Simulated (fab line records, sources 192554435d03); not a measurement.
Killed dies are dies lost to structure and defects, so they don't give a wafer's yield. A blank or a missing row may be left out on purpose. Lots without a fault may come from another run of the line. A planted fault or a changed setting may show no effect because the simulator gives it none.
Which tool did it? | flow n5_finfet | 9 lots, 25 wafers sampled, at 8 steps of a route of 1938

WHAT THE GAUGES READ, wafer by wafer
N5_STI_FIN_REVEAL_THK_MEAS_05.
lot  | measured    | on            | thk_nm (nm)
L906 | day 2 16:10 | film_metro-02 | 133.0 131.9 132.1
L907 | day 2 23:01 | film_metro-02 | 133.7 131.9 132.3
L908 | day 3 03:58 | film_metro-02 | 130.5 130.2 131.1
L910 | day 3 14:50 | film_metro-01 | 131.4 132.2 129.5
L911 | day 3 23:23 | film_metro-02 | 132.4 132.9
L913 | day 4 09:16 | film_metro-01 | 131.2 130.5
L919 | day 5 21:26 | film_metro-01 | 132.0 131.7 131.8
L924 | day 7 04:40 | film_metro-02 | 132.3 132.0 133.5
L928 | day 8 03:43 | film_metro-01 | 131.6 129.8 132.5

N5_DUMMY_GATE_THK_MEAS_05.
lot  | measured    | on            | thk_nm (nm)
L906 | day 3 02:29 | film_metro-01 | 71.0 72.5 72.0
L907 | day 3 10:25 | film_metro-01 | 73.3 71.7 74.3
L908 | day 3 12:49 | film_metro-02 | 72.0 71.0 71.9
L910 | day 3 22:59 | film_metro-01 | 71.6 72.4 72.4
L911 | day 4 09:00 | film_metro-02 | 72.4 100.0
L913 | day 4 18:53 | film_metro-02 | 71.4 99.8
L919 | day 6 05:04 | film_metro-02 | 70.6 72.0 71.5
L924 | day 7 12:20 | film_metro-01 | 70.1 69.9 70.0
L928 | day 8 11:25 | film_metro-02 | 71.6 72.2 71.9

N5_DUMMY_GATE_INSPECT_17: inspects for defects (brightfield).
lot  | measured    | on                | raw_defect_count
L906 | day 3 07:02 | defect_inspect-01 | 172 278 175
L907 | day 3 14:50 | defect_inspect-02 | 258 248 186
L908 | day 3 17:20 | defect_inspect-01 | 176 143 139
L910 | day 4 03:31 | defect_inspect-02 | 264 243 184
L911 | day 4 15:21 | defect_inspect-01 | 133 158
L913 | day 4 23:25 | defect_inspect-01 | 127 178
L919 | day 6 09:27 | defect_inspect-02 | 104 148 159
L924 | day 7 16:44 | defect_inspect-01 | 151 164 253
L928 | day 8 15:56 | defect_inspect-02 | 141 91 150

N5_SDB_THK_MEAS_31.
lot  | measured    | on            | SDB_THK (nm)
L906 | day 4 07:55 | film_metro-01 | 63.1 64.8 64.2
L907 | day 4 14:02 | film_metro-01 | 65.5 64.0 66.6
L908 | day 4 16:50 | film_metro-01 | 64.2 63.2 64.2
L910 | day 5 03:50 | film_metro-02 | 63.8 64.7 64.7
L911 | day 5 15:53 | film_metro-02 | 64.5 92.2
L913 | day 6 00:29 | film_metro-01 | 63.6 92.0
L919 | day 7 07:50 | film_metro-02 | 62.8 64.2 63.8
L924 | day 8 15:50 | film_metro-01 | 62.3 62.2 62.3
L928 | day 9 17:05 | film_metro-02 | 63.8 64.5 64.1

N5_BEOL_M4_RC_MEAS_101.
lot  | measured     | on        | DIBL_N (mV/V)  | DIBL_P (mV/V)  | IOFF_N (nA/um)    | IOFF_P (nA/um)    | ION_N (uA/um) | ION_P (uA/um) | SS_N (mV/dec)  | SS_P (mV/dec)  | VT_N (mV)         | VT_P (mV)
L906 | day 8 06:04  | prober-02 | 34.3 35.2 35.5 | 35.8 36.7 36.3 | 0.140 0.143 0.152 | 0.193 0.203 0.208 | 663 666 671   | 465 461 462   | 71.6 71.8 71.7 | 72.8 72.6 73.3 | 250.5 251.5 249.1 | -251 -251 -249
L907 | day 8 17:36  | prober-01 | 36.9 34.8 37.4 | 37.8 34.3 37.7 | 0.177 0.138 0.188 | 0.222 0.175 0.220 | 669 678 690   | 460 463 466   | 71.7 70.9 71.8 | 73.2 73.1 74.0 | 248.6 253.1 247.8 | -249 -252 -250
L908 | day 9 01:41  | prober-02 | 34.9 33.5 35.1 | 35.5 33.6 36.0 | 0.155 0.128 0.159 | 0.228 0.191 0.224 | 680 667 687   | 471 466 471   | 71.6 71.3 72.0 | 73.5 72.9 73.1 | 249.3 252.2 249.7 | -249 -252 -247
L910 | day 9 18:49  | prober-02 | 38.8 35.9 37.8 | 39.8 36.3 38.6 | 0.211 0.160 0.187 | 0.253 0.196 0.226 | 694 677 679   | 465 457 460   | 72.7 71.2 70.8 | 74.1 73.5 74.0 | 248.9 250.0 249.7 | -249 -253 -253
L911 | day 9 20:49  | prober-01 | 38.4 36.4      | 38.6 37.0      | 0.199 0.168       | 0.267 0.238       | 691 679       | 474 470       | 71.7 71.6      | 73.6 73.5      | 247.0 248.6       | -245 -246
L913 | day 10 11:13 | prober-01 | 36.3 37.1      | 37.3 37.9      | 0.169 0.187       | 0.261 0.267       | 678 673       | 474 474       | 71.1 72.0      | 74.2 73.4      | 248.6 245.1       | -245 -243
L919 | day 11 20:25 | prober-02 | 36.8 36.1 36.4 | 37.4 36.8 36.4 | 0.157 0.154 0.155 | 0.227 0.219 0.219 | 668 678 678   | 458 468 469   | 72.0 71.6 70.4 | 74.0 73.4 73.7 | 251.6 250.2 251.5 | -247 -249 -249
L924 | day 13 00:58 | prober-02 | 36.2 35.5 36.5 | 36.9 36.7 37.8 | 0.150 0.149 0.161 | 0.209 0.202 0.225 | 667 673 674   | 461 465 464   | 72.2 71.7 72.0 | 73.3 73.1 73.4 | 252.9 250.4 252.8 | -251 -252 -250
L928 | day 13 16:08 | prober-02 | 37.0 36.4 36.7 | 36.3 36.3 36.4 | 0.169 0.166 0.173 | 0.218 0.213 0.222 | 677 682 680   | 459 464 464   | 72.2 71.4 72.0 | 72.9 74.0 73.8 | 249.2 247.6 247.2 | -251 -252 -249

WHICH TOOL RAN EACH LOT (tool, then ch and the chambers of the sampled wafers, then the start)
lot  | N5_STI_FIN_REVEAL_ALD_00         | N5_DUMMY_GATE_CMP_04         | N5_DUMMY_GATE_ETCH_44
L906 | ald_sin-04 ch 0,3, day 2 10:47   | cmp-01 ch 0,1,2, day 3 02:19 | rie_si-05 ch 0,2, day 3 07:49
L907 | ald_sin-01 ch 0,1, day 2 17:01   | cmp-03 ch 0,1,2, day 3 10:13 | rie_si-05 ch 0,1,3, day 3 15:58
L908 | ald_sin-01 ch 1,2, day 2 22:34   | cmp-03 ch 1,2,3, day 3 12:38 | rie_si-01 ch 0,1, day 3 18:08
L910 | ald_sin-04 ch 2,3, day 3 09:26   | cmp-04 ch 0,1, day 3 22:44   | rie_si-01 ch 0,1, day 4 04:19
L911 | ald_sin-03 ch 1,3, day 3 17:24   | cmp-03 ch 1,3, day 4 08:50   | rie_si-01 ch 1,3, day 4 16:23
L913 | ald_sin-04 ch 0,3, day 4 03:44   | cmp-03 ch 0,2, day 4 18:38   | rie_si-03 ch 0,1, day 5 00:38
L919 | ald_sin-04 ch 1,2,3, day 5 16:04 | cmp-01 ch 2,3, day 6 04:51   | rie_si-05 ch 0,1, day 6 10:14
L924 | ald_sin-03 ch 1,2,3, day 6 23:10 | cmp-01 ch 0,1, day 7 12:05   | rie_si-03 ch 0,1, day 7 17:42
L928 | ald_sin-01 ch 0,3, day 7 22:19   | cmp-01 ch 1,2,3, day 8 11:14 | rie_si-03 ch 0,2,3, day 8 16:43
- N5_STI_FIN_REVEAL_ALD_00: deposits SiO2, target thk 1 nm, pulse time 1 s.
- N5_DUMMY_GATE_CMP_04: polishes a-Si.
- N5_DUMMY_GATE_ETCH_44: etches poly-Si in HBr/O2, stops on SiO2, target depth 127.5 nm.

WHAT THE TOOLS THEMSELVES READ (means of the sampled wafers that have a number; where no wafer has one, the mark that the record gives instead)
N5_STI_FIN_REVEAL_ALD_00.
lot  | tool       | heater_power_w (W) | precursor_pulse_height_rel
L906 | ald_sin-04 | 419                | 0.996
L907 | ald_sin-01 | 424                | 0.997
L908 | ald_sin-01 | 405                | 0.996
L910 | ald_sin-04 | 429                | 0.991
L911 | ald_sin-03 | 430                | 0.990
L913 | ald_sin-04 | 440                | 0.982
L919 | ald_sin-04 | 424                | 0.993
L924 | ald_sin-03 | 437                | 0.983
L928 | ald_sin-01 | 463                | 1.014

N5_DUMMY_GATE_CMP_04.
lot  | tool   | motor_current_A (A) | pad_life_wafers | time_to_endpoint_s (s)
L906 | cmp-01 | 10.5                | 1532            | 14.2
L907 | cmp-03 | 10.6                | 80              | 14.9
L908 | cmp-03 | 11.0                | 104             | 12.9
L910 | cmp-04 | 10.8                | 864             | 12.6
L911 | cmp-03 | 10.9                | 278             | 15.7
L913 | cmp-03 | 10.6                | 355             | 16.6
L919 | cmp-01 | 9.8                 | 56              | 15.9
L924 | cmp-01 | 10.7                | 168             | 13.1
L928 | cmp-01 | 10.6                | 380             | 13.8

N5_DUMMY_GATE_ETCH_44.
lot  | tool      | drypump_motor_current_A (A) | he_backside_leak_sccm (sccm) | oes_product_au (a.u.) | throttle_valve_pct (%)
L906 | rie_si-05 | 5.1                         | 2.5                          | 0.733                 | 18.30
L907 | rie_si-05 | 5.6                         | 2.8                          | 0.737                 | 18.49
L908 | rie_si-01 | 5.7                         | 2.9                          | 0.740                 | 18.28
L910 | rie_si-01 | 5.8                         | 2.8                          | 0.743                 | 18.37
L911 | rie_si-01 | 5.7                         | 3.0                          | 0.796                 | 18.19
L913 | rie_si-03 | 5.8                         | 2.8                          | 0.779                 | 18.37
L919 | rie_si-05 | 5.6                         | 2.9                          | 0.734                 | 18.37
L924 | rie_si-03 | 6.0                         | 2.8                          | 0.713                 | 18.33
L928 | rie_si-03 | 5.6                         | 2.8                          | 0.722                 | 18.35

THE ANSWER, worked out from the rows above alone
Rule: what is usual is taken from the lots themselves. Put in order of their means at a reading, lots are off if they are a third of the lots or fewer, leave a main group of 4 or more, and stand apart from it by a gap of 3 or more times the standard deviation of the main group's means; of several such gaps the widest counts. A main group whose means are all the same, to the digits that the tables above print for the reading, isn't used. A lot without any number at a reading at which 4 lots or more have one is off too. The other lots that the step has rows for count as sound. The gauges are gone through in route order, then the tools' own readings, and for those a lot's mean is taken as printed above. The first step at which some lot is off is used, and at that step the reading that is off furthest; a lot without a number counts as furthest.
Off: L911, L913, at N5_DUMMY_GATE_THK_MEAS_05 (thk_nm). The main group: mean 71.7 nm, standard deviation 0.86.
A tool fits if, at a process step before that reading, it ran every lot that is off, and no sound lot after the first of them. The gauges at N5_DUMMY_GATE_THK_MEAS_05 aren't tried: what is off there is off at N5_BEOL_M4_RC_MEAS_101 too, on other tools, and a gauge's error can't cause that. One fits: cmp-03 at N5_DUMMY_GATE_CMP_04. Its last sound lot is L908 (day 3 12:38), its first lot that is off L911 (day 4 08:50): a fault that began between those two fits.

WHAT THE SIMULATOR HAD PUT IN
Process parameter drift: cmp-03, from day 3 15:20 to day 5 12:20, at N5_DUMMY_GATE_CMP_04. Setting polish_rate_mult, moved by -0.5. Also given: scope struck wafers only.
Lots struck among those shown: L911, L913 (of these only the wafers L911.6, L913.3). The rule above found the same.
